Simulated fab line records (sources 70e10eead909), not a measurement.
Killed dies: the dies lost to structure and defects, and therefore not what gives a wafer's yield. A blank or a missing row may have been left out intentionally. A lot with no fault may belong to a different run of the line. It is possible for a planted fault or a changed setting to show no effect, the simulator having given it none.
A lot that was struck, set against a sound lot | flow nand_harc | 25 steps out of a route of 1302
Sound: these wafers, L788.3, L788.4, L788.5. The struck wafers were L797.2, L797.4, L797.5. The cause is given at the end.
Each step with rows lists, per side, the tool, then ch with its chambers, then its first start. Under that, the readings that differ: sound wafers | struck wafers | difference of the means | sigmas: that difference in standard deviations of wafers without a fault.
alike: same words and numbers on both sides, and readings whose means sit less than 2 such deviations apart. not compared: any withheld reading, any reading some wafer has no value for, any bound like >300 that may hide the same value, and any number with overlapping values for which the record gives no deviation.
The two part at a step that has a row with sigmas, a row that says differs or no value, or rows on one side only. Numbers that have no deviation but don't overlap get no sigmas and don't part them. A reading missing from all wafers of one side parts the sides only when that side holds two or more wafers.

first, 1 step without rows for these wafers: NHARC_P_M0_SRD_25.
NHARC_P_M0_INSPECT_27:
  sound on defect_inspect-02 at day 10 15:53; struck on defect_inspect-01 at day 14 16:50
  alike: raw_defect_count
NHARC_P_M0_PRE_CLEAN_31: time 12 s.
  sound on pecvd-03 ch 0,2, day 10 15:58; struck on pecvd-02 ch 0,1, day 14 16:54
  alike: heater_power_w
NHARC_P_M0_DEP_32: deposits SiCN, target thk 30 nm.
  sound on pecvd-03 ch 0,2, day 10 16:02; struck on pecvd-02 ch 0,1, day 14 16:59
  alike: heater_power_w
then, 7 steps without rows for these wafers: NHARC_P_M1_DEP_00 (deposits SiOC, target thk 182.5 nm); NHARC_P_M1_DEHYDRATE_01 (time 120 s); NHARC_P_M1_HMDS_02 (time 30 s); NHARC_P_M1_COAT_34 (time 65 s); NHARC_P_M1_COAT_03 (resist thk 90 nm); NHARC_P_M1_SOFTBAKE_04 (time 55 s); NHARC_P_M1_EBR_05.
NHARC_P_M1_EXPOSE_06: exposes mask P M1, target cd 130 nm.
  sound on arfi_scanner-01 ch 0, day 10 17:09; struck on arfi_scanner-03 ch 0, day 14 18:04
  reading              | sound             | struck            | difference | sigmas
  exposure_dose_mJ_cm2 | 81.81 81.84 81.83 | 83.96 83.99 83.88 | +2.12      | +24
  alike: mask
then, 2 steps without rows for these wafers: NHARC_P_M1_PEB_07 (peb time 65 s); NHARC_P_M1_DEVELOP_08 (develop time 35 s).
NHARC_P_M1_CD_MEAS_09 targets a cd of 130 nm.
  sound on cd_sem-03 ch 0, day 10 17:17; struck on cd_sem-01 ch 0, day 14 18:13
  reading    | sound             | struck            | difference | sigmas
  cd_nm (nm) | 129.9 129.7 130.0 | 132.5 132.3 132.6 | +2.6       | +4
NHARC_P_M1_OVL_MEAS_10: pitch 260 nm.
  sound on overlay-02 at day 10 17:23; struck on overlay-01 at day 14 18:18
  alike: overlay_x_nm, overlay_y_nm
NHARC_P_M1_INSPECT_11:
  sound on defect_inspect-02 at day 10 17:26; struck on defect_inspect-02 at day 14 18:20
  alike: raw_defect_count
NHARC_P_M1_DESCUM_14: chemistry O2, time 3 s.
  sound on rie_diel-01 ch 1,3, day 10 17:30; struck on rie_diel-08 ch 1,2, day 14 18:24
  reading               | sound             | struck            | difference | sigmas
  model.P_M1.cd_nm (nm) | 130.4 129.4 130.4 | 133.4 132.3 133.3 | +2.9       |
  alike: drypump_motor_current_A, oes_product_au, rf_vpp_V, showerhead_plenum_p_Torr, throttle_valve_pct
  not compared: rf_hours_counter_h
NHARC_P_M1_ETCH_35: etches the open film in N2/H2, target depth 40 nm, overetch 12 nm, time 43.94 s.
  sound on rie_diel-01 ch 0,2, day 10 17:34; struck on rie_diel-08 ch 1,2,3, day 14 18:29
  alike: drypump_motor_current_A, oes_product_au, rf_vpp_V, showerhead_plenum_p_Torr, throttle_valve_pct
  not compared: rf_hours_counter_h
NHARC_P_M1_ETCH_15: etches the open film in C4F8/Ar, target depth 182.5 nm, time 91.2 s.
  sound on rie_diel-01 ch 1,2,3; struck on rie_diel-08 ch 2,3
  alike: oes_product_au, rf_vpp_V
  not compared: rf_hours_counter_h
NHARC_P_M1_CD_MEAS_16:
  sound on cd_sem-02 at day 10 17:48; struck on cd_sem-03 at day 14 18:43
  reading    | sound             | struck            | difference | sigmas
  cd_nm (nm) | 131.0 129.2 130.7 | 133.2 132.9 133.4 | +2.9       | +3
NHARC_P_M1_STRIP_18: strips in N2/H2.
  sound on rie_diel-08 ch 0,1,2, day 10 17:55; struck on rie_diel-01 ch 1,2, day 14 18:47
  alike: drypump_motor_current_A, oes_product_au, rf_vpp_V, showerhead_plenum_p_Torr, throttle_valve_pct
  not compared: rf_hours_counter_h
NHARC_P_M1_ETCH_28: etches the open film in CF4/N2, target depth 30 nm, time 72.99 s.
  sound on rie_diel-08 ch 0,1,3; struck on rie_diel-01 ch 0,1,3
  reading               | sound             | struck            | difference | sigmas
  model.P_M1.cd_nm (nm) | 130.6 129.2 130.7 | 134.2 133.2 133.8 | +3.6       |
  alike: drypump_motor_current_A, oes_product_au, rf_vpp_V, showerhead_plenum_p_Torr, throttle_valve_pct
  not compared: rf_hours_counter_h
then, 1 step without rows for these wafers: NHARC_P_M1_STRIP_19 (strips in post etch residue remover, time 600 s).
NHARC_END_SORT_01:
  the record has rows for the sound wafers here (prober-02 ch 0, day 29 05:41) and none for the struck ones

== WHERE THEY PART ==
First at NHARC_P_M1_EXPOSE_06; last, within this record, at NHARC_END_SORT_01.

WHY: what had been put in by the simulator
Process parameters drifting: arfi_scanner-03 at NHARC_P_M1_EXPOSE_06, beginning at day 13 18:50. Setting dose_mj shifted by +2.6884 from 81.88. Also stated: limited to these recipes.
